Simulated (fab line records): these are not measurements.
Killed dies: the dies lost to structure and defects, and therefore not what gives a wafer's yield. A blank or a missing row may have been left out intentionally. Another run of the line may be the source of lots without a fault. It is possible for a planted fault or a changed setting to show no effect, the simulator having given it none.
Which of the tools did it?	flow nand_harc	Sampling: 11 lots, 33 wafers, 2 of 1302 route steps

WHAT THE GAUGES READ, wafer by wafer
NHARC_A_M0_CD_MEAS_09: the cd target is 80 nm.
lot	measured	on	cd_nm (nm)
L984	day 24 01:38	cd_sem-01	81.5 81.5 80.9
L985	day 25 03:02	cd_sem-03	80.4 80.0 79.5
L989	day 25 09:20	cd_sem-03	79.6 80.4 81.0
L992	day 27 00:38	cd_sem-01	80.0 80.1 80.3
L996	day 28 12:46	cd_sem-01	79.5 80.1 79.2
L995	day 28 14:29	cd_sem-02	80.0 78.7 79.9
L997	day 28 19:56	cd_sem-01	78.0 79.9 80.5
L999	day 29 01:29	cd_sem-01	78.5 80.7 81.0
L998	day 29 03:05	cd_sem-01	61.8 60.6 62.0
L101	day 30 12:59	cd_sem-01	82.0 79.5 80.1
L100	day 30 22:23	cd_sem-01	65.3 66.2 66.3

WHICH TOOL RAN EACH LOT (tool, then ch and the chambers of the sampled wafers, then the start)
lot	NHARC_A_M0_EXPOSE_06
L984	arfi_scanner-03 ch 0, day 24 01:29
L985	arfi_scanner-01 ch 0, day 25 02:54
L989	arfi_scanner-01 ch 0, day 25 09:11
L992	arfi_scanner-03 ch 0, day 27 00:30
L996	arfi_scanner-03 ch 0, day 28 12:37
L995	arfi_scanner-01 ch 0, day 28 14:21
L997	arfi_scanner-03 ch 0, day 28 19:47
L999	arfi_scanner-02 ch 0, day 29 01:21
L998	arfi_scanner-03 ch 0, day 29 02:57
L101	arfi_scanner-01 ch 0, day 30 12:51
L100	arfi_scanner-03 ch 0, day 30 22:14
- NHARC_A_M0_EXPOSE_06: exposes mask A M0, target cd 80 nm.

THE ANSWER, worked out from the rows above alone
Rule: the usual values come from the lots themselves. The widest of any qualifying gaps counts: lots, ordered by their means at a reading, are off when they make up no more than a third of the lots, leave a main group of 4 or more, and stand apart from it by 3 or more times the standard deviation of that group's means. A main group whose means are all the same, to the digits that the tables above print for the reading, isn't used. Also off: a lot with no number at a reading for which 4 or more lots have one. Where the step has rows for the other lots, those lots are counted as sound.
Off: L998, L100 (NHARC_A_M0_CD_MEAS_09, cd_nm). The main group has a mean of 80.1 nm with a standard deviation of 0.55.
If a tool, at a process step before that reading, ran all the lots that are off and no sound lot after the first of them, it fits. The gauges at NHARC_A_M0_CD_MEAS_09 are tried like those tools. One fits: arfi_scanner-03 at NHARC_A_M0_EXPOSE_06. Its last sound lot is L997 (day 28 19:47), its first lot that is off L998 (day 29 02:57): a fault that began between those two fits.

WHAT THE SIMULATOR HAD INSERTED
Drift in process parameters on arfi_scanner-03 at NHARC_A_M0_EXPOSE_06, starting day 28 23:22. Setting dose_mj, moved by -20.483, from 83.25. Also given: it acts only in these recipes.
Lots struck among those shown: L998, L100. This agrees with what the rule above found.
